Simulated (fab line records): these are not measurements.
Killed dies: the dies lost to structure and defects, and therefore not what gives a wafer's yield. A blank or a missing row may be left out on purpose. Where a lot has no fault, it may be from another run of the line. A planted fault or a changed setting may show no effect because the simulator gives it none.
The tool behind it: which one? || flow n5-finfet || 27 wafers from 9 lots sampled at 4 of the route's 1938 steps

WHAT THE GAUGES SHOWED, per wafer
N5_BEOL_M4_RC_MEAS_101.
{"lot": "L554", "measured": "day 7 23:18", "on": "prober-01", "RS_NWELL (ohm/sq)": "1042 1040 1042"}
{"lot": "L555", "measured": "day 8 14:34", "on": "prober-02", "RS_NWELL (ohm/sq)": "1046 1033 1047"}
{"lot": "L561", "measured": "day 9 21:07", "on": "prober-01", "RS_NWELL (ohm/sq)": "890 889 888"}
{"lot": "L564", "measured": "day 11 06:55", "on": "prober-02", "RS_NWELL (ohm/sq)": "895 892 888"}
{"lot": "L565", "measured": "day 11 05:37", "on": "prober-02", "RS_NWELL (ohm/sq)": "894 892 893"}
{"lot": "L566", "measured": "day 11 10:47", "on": "prober-02", "RS_NWELL (ohm/sq)": "1042 1031 1034"}
{"lot": "L573", "measured": "day 12 18:17", "on": "prober-02", "RS_NWELL (ohm/sq)": "1049 1043 1041"}
{"lot": "L575", "measured": "day 13 21:52", "on": "prober-02", "RS_NWELL (ohm/sq)": "1041 1039 1037"}
{"lot": "L576", "measured": "day 13 15:49", "on": "prober-02", "RS_NWELL (ohm/sq)": "1032 1035 1040"}

WHICH TOOL RAN EACH LOT (tool, then ch and the chambers of the sampled wafers, then the start)
{"lot": "L554", "N5_WELL_APT_IMPLANT_14": "implanter-01 ch 0, day 1 20:04", "N5_WELL_APT_DESCUM_30": "rie-diel-04 ch 0,3, day 1 21:20", "N5_PMOS_HMC_CHANNEL_EPI_ETCH_38": "rie-si-01 ch 1,2, day 2 00:14"}
{"lot": "L555", "N5_WELL_APT_IMPLANT_14": "implanter-02 ch 0, day 2 01:46", "N5_WELL_APT_DESCUM_30": "rie-diel-05 ch 0,1, day 2 02:46", "N5_PMOS_HMC_CHANNEL_EPI_ETCH_38": "rie-si-04 ch 0,1, day 2 05:36"}
{"lot": "L561", "N5_WELL_APT_IMPLANT_14": "implanter-02 ch 0, day 3 13:48", "N5_WELL_APT_DESCUM_30": "rie-diel-03 ch 0,1,3, day 3 14:57", "N5_PMOS_HMC_CHANNEL_EPI_ETCH_38": "rie-si-04 ch 2,3, day 3 17:34"}
{"lot": "L564", "N5_WELL_APT_IMPLANT_14": "implanter-02 ch 0, day 4 08:10", "N5_WELL_APT_DESCUM_30": "rie-diel-05 ch 1,2,3, day 4 09:10", "N5_PMOS_HMC_CHANNEL_EPI_ETCH_38": "rie-si-01 ch 1,2,3, day 4 11:56"}
{"lot": "L565", "N5_WELL_APT_IMPLANT_14": "implanter-02 ch 0, day 4 13:59", "N5_WELL_APT_DESCUM_30": "rie-diel-04 ch 1,2, day 4 15:16", "N5_PMOS_HMC_CHANNEL_EPI_ETCH_38": "rie-si-04 ch 0,1, day 4 17:59"}
{"lot": "L566", "N5_WELL_APT_IMPLANT_14": "implanter-01 ch 0, day 4 19:49", "N5_WELL_APT_DESCUM_30": "rie-diel-04 ch 1,2,3, day 4 20:48", "N5_PMOS_HMC_CHANNEL_EPI_ETCH_38": "rie-si-03 ch 1,2,3, day 4 23:25"}
{"lot": "L573", "N5_WELL_APT_IMPLANT_14": "implanter-01 ch 0, day 6 13:55", "N5_WELL_APT_DESCUM_30": "rie-diel-04 ch 0,2, day 6 15:02", "N5_PMOS_HMC_CHANNEL_EPI_ETCH_38": "rie-si-04 ch 1,2,3, day 6 17:41"}
{"lot": "L575", "N5_WELL_APT_IMPLANT_14": "implanter-02 ch 0, day 7 02:07", "N5_WELL_APT_DESCUM_30": "rie-diel-05 ch 0,2,3, day 7 03:16", "N5_PMOS_HMC_CHANNEL_EPI_ETCH_38": "rie-si-04 ch 0,2,3, day 7 06:11"}
{"lot": "L576", "N5_WELL_APT_IMPLANT_14": "implanter-01 ch 0, day 7 07:54", "N5_WELL_APT_DESCUM_30": "rie-diel-04 ch 0,1,3, day 7 09:02", "N5_PMOS_HMC_CHANNEL_EPI_ETCH_38": "rie-si-03 ch 1,3, day 7 11:35"}
- N5_WELL_APT_IMPLANT_14
- N5_WELL_APT_DESCUM_30: chemistry O2, time 7.9 s.
- N5_PMOS_HMC_CHANNEL_EPI_ETCH_38: etches SiO2 in CF4, target depth 1.5 nm.

THE ANSWER, worked out from the rows above alone
Rule: the lots themselves supply what counts as usual. Put in order of their means at a reading, lots are off if they are a third of the lots or fewer, leave a main group of 4 or more, and stand apart from it by a gap of 3 or more times the standard deviation of the main group's means; of several such gaps the widest counts. A main group is skipped when, at the precision printed for the reading in the tables above, its means are all equal. A lot without any number at a reading at which 4 lots or more have one is off too. All remaining lots with rows at the step are treated as sound.
Off: L561, L564, L565, at N5_BEOL_M4_RC_MEAS_101 (RS_NWELL). Main group: mean 1040 ohm/sq, sd 3.2.
A tool fits if, at a process step before that reading, it ran every lot that is off, and no sound lot after the first of them. The gauges at N5_BEOL_M4_RC_MEAS_101 are tried like those tools. Not one of the candidates tried fits.

WHAT THE SIMULATOR HAD PUT IN
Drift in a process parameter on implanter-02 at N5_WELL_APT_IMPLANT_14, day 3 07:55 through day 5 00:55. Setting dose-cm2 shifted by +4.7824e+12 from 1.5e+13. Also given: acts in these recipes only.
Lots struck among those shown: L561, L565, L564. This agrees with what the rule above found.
